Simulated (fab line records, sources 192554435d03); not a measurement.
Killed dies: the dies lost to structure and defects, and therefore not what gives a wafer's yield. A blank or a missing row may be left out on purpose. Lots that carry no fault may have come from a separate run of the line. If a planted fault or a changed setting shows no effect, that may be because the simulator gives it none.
Matching of chambers ; flow n5Finfet ; 3 sister chambers for N5_BEOL_M2_PRE_CLEAN_60 on cvdCo-01
The step time 15 s. 6 wafers are shown with their chamber, then 12 later ones without.

## WAFERS WITH THEIR CHAMBER
wafer;chamber;heaterPowerW (W)
L087.5;1;143
L090.1;0;70
L090.4;2;68
L092.3;0;70
L092.4;1;139
L092.5;2;67

## WAFERS WITHOUT THEIR CHAMBER
wafer;heaterPowerW (W)
L093.1;142
L093.3;67
L093.5;70
L094.1;73
L094.2;140
L094.3;69
L094.4;68
L094.5;141
L094.6;70
L095.1;68
L095.5;71
L095.6;140

## EACH ONE'S CHAMBER
wafer;from the rows above;in truth
L093.1;1;1
L093.3;can't be placed: 2 or 0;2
L093.5;can't be placed: 0 or 2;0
L094.1;can't be placed: 0 or 2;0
L094.2;1;1
L094.3;can't be placed: 0 or 2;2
L094.4;can't be placed: 2 or 0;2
L094.5;1;1
L094.6;can't be placed: 0 or 2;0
L095.1;can't be placed: 2 or 0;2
L095.5;can't be placed: 0 or 2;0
L095.6;1;1
4 of 12 placed correctly. From these rows, 8 cannot be placed; in 8 the true chamber is one of the candidates. Wrongly placed: 0.
How it was worked out, from the rows above alone: a wafer's distance from a chamber is the root of the sum, over the readings, of the square of ((its reading less the chamber's mean) divided by the reading's scatter). The wafer belongs to the nearest chamber; if the next one is less than 2 further off, it can't be placed. Each chamber's mean is taken over the wafers shown for it. The scatter: take each reading less its chamber's mean, square it, sum over the shown wafers, divide by the number of wafers less the number of chambers, and take the root.
